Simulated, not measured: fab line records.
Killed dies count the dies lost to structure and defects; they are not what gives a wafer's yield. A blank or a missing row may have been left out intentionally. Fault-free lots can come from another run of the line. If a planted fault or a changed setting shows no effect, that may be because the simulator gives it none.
Code-filled problem report in 8D (eight disciplines) form -- flow nand_harc -- the parts of the form that need people (team, actions taken, sign-off) are left out

## 1. THE PROBLEM
At NHARC_A_ONON_D1_THK_MEAS_30, thk_nm averages 1546 nm over 2 wafers from 2 lots, while fault-free wafers read 1002 nm, standard deviation 10. Measured from the usual mean, that is +54 standard deviations.
The step: measures by ellipsometry.
The first sign was on wafer L772.1 at day 12 06:23, on film_metro-02. At this step, 39 wafers from 13 lots have a number in the record. Rule for "out" (also "out of limits"): further than 4 standard deviations from the usual mean. All remaining wafers that have a number are taken as sound.

## 2. WHAT THIS IS AND IS NOT
question,is,is not
which readings at this step,thk_nm,-
which lots,"L772, L774","L756, L758, L759, L760, L761, L763, L764, L766, L768, L769, L777"
which wafers of those lots,"L772.1, L774.1","L772.3, L772.5, L774.3, L774.4"
read on which gauges,film_metro-02,film_metro-01
when,from day 12 06:23,"up to then (32 sound wafers); but 5 sound wafers of L774, L777 came after"

## 3. THE SUSPECTS, EACH WITH WHAT RULES IT OUT
Counting: a tool at a process step up to the reading stays a suspect if it ran every lot that is out. Sound lots after the first of them don't rule it out here, since some wafers of a struck lot are sound.
- the gauge at NHARC_A_ONON_D1_THK_MEAS_30 has been ruled out. All the wafers that are out were read on film_metro-02, but those of them that NHARC_END_SORT_01 has rows for are out there too, on other tools.
- pecvd_onon-01 at NHARC_A_ONON_D1_DEP_28 (target thk 1000 nm): kept. Every lot that is out went through it, the first being L772 (day 12 05:52); the last sound lot it ran before that was L768 (day 11 09:54).
Left after counting: pecvd_onon-01 at NHARC_A_ONON_D1_DEP_28.

## 4. THE CAUSE (what the simulator had put in)
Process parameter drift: pecvd_onon-01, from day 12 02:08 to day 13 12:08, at NHARC_A_ONON_D1_DEP_28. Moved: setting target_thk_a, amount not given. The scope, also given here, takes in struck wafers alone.
After counting, this tool was the only one left.

## 5. THE CHAIN OF EFFECTS, in route order
Rows list readings where the struck wafers' mean (over those with a number) sits beyond 3 standard deviations from the usual. Only readings for which the record gives a usual standard deviation are gone through. hours: the time from each lot's start at the first step in this table that gives one to its start at this step, as a median over the lots. sigmas: the change in usual standard deviations.
hours,step,reading,usual,on struck wafers,change,sigmas
0,NHARC_A_ONON_D1_THK_MEAS_30,thk_nm,1002 nm,1546,+544,+54
277,NHARC_END_SORT_01,killed_at_array,29,674,+644,+50
277,NHARC_END_SORT_01,killed_dies,33,677,+644,+50

## 6. HOW IT WOULD HAVE BEEN CAUGHT EARLIER
4 hours passed between the start of the fault at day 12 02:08 and the first reading out of limits at a measuring or inspecting step in this record, taken at day 12 06:23.
Among the 2 lots that are out, L774 began NHARC_A_ONON_D1_DEP_28 on pecvd_onon-01 after day 12 06:23. Holding the tool at that time would have saved it.
